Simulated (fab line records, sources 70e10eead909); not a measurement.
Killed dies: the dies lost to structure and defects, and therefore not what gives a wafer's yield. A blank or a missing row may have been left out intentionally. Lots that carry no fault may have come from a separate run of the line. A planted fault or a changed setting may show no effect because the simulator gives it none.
Chamber matching ; flow nand-harc ; rie-diel-01 running NHARC_A_STAIRCASE_DESCUM_252: 4 sister chambers
The step chemistry O2, time 3 s. 16 wafers are shown with their chamber, then 8 later ones without.

== WAFERS PAIRED WITH THEIR CHAMBERS ==
wafer;chamber;showerhead-plenum-p-Torr (Torr);drypump-motor-current-A (A);oes-product-au (a.u.)
L075.1;3;1.95;5.9;0.996
L075.3;1;2.04;6.1;0.990
L075.6;1;2.04;6.1;0.986
L083.1;1;2.03;6.1;0.997
L083.5;2;1.92;5.5;1.002
L083.6;1;2.03;6.2;1.017
L083.2;0;1.94;5.5;1.006
L083.3;3;1.94;5.9;1.007
L083.4;2;1.92;5.5;1.010
L089.1;0;1.94;5.4;1.011
L089.2;3;1.94;5.9;1.003
L089.3;2;1.92;5.5;0.999
L089.4;1;2.03;6.1;0.993
L089.5;3;1.94;5.9;1.001
L089.6;2;1.92;5.5;1.000
L090.1;0;1.93;5.5;1.014

SIGNATURES (means of the wafers above)
reading;chamber 0;chamber 1;chamber 2;chamber 3;scatter within a chamber
showerhead-plenum-p-Torr;1.9367;2.0340;1.9200;1.9425;0.00467
drypump-motor-current-A;5.467;6.120;5.500;5.900;0.035
oes-product-au;1.01033;0.99660;1.00275;1.00175;0.00793
Rule: a wafer's distance from a chamber is the root of the sum, over the readings, of the square of ((its reading less the chamber's mean) divided by the reading's scatter). The wafer belongs to the nearest chamber; if the next one is less than 2 further off, it can't be placed. The scatter: the root of (the sum of the squares of (reading less its chamber's mean) over the shown wafers, divided by (wafers less chambers)).

== WAFERS WITH NO CHAMBER GIVEN ==
wafer;showerhead-plenum-p-Torr (Torr);drypump-motor-current-A (A);oes-product-au (a.u.)
L090.3;1.94;5.9;1.009
L090.5;1.93;5.5;0.999
L090.2;1.92;5.5;1.011
L090.4;2.03;6.2;1.003
L090.6;1.94;5.9;1.004
L094.1;1.91;5.5;0.989
L094.4;1.93;5.9;0.995
L094.6;1.91;5.5;0.999

== EACH ONE'S CHAMBER ==
wafer;from the rows above;in truth
L090.3;3;3
L090.5;can't be placed: 2 or 0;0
L090.2;2;2
L090.4;1;1
L090.6;3;3
L094.1;2;2
L094.4;3;3
L094.6;2;2
Correct placement for 7 of the 8. Cannot be placed on the basis of these rows: 1; the candidates contain the true chamber in 1. Placed wrongly: 0.
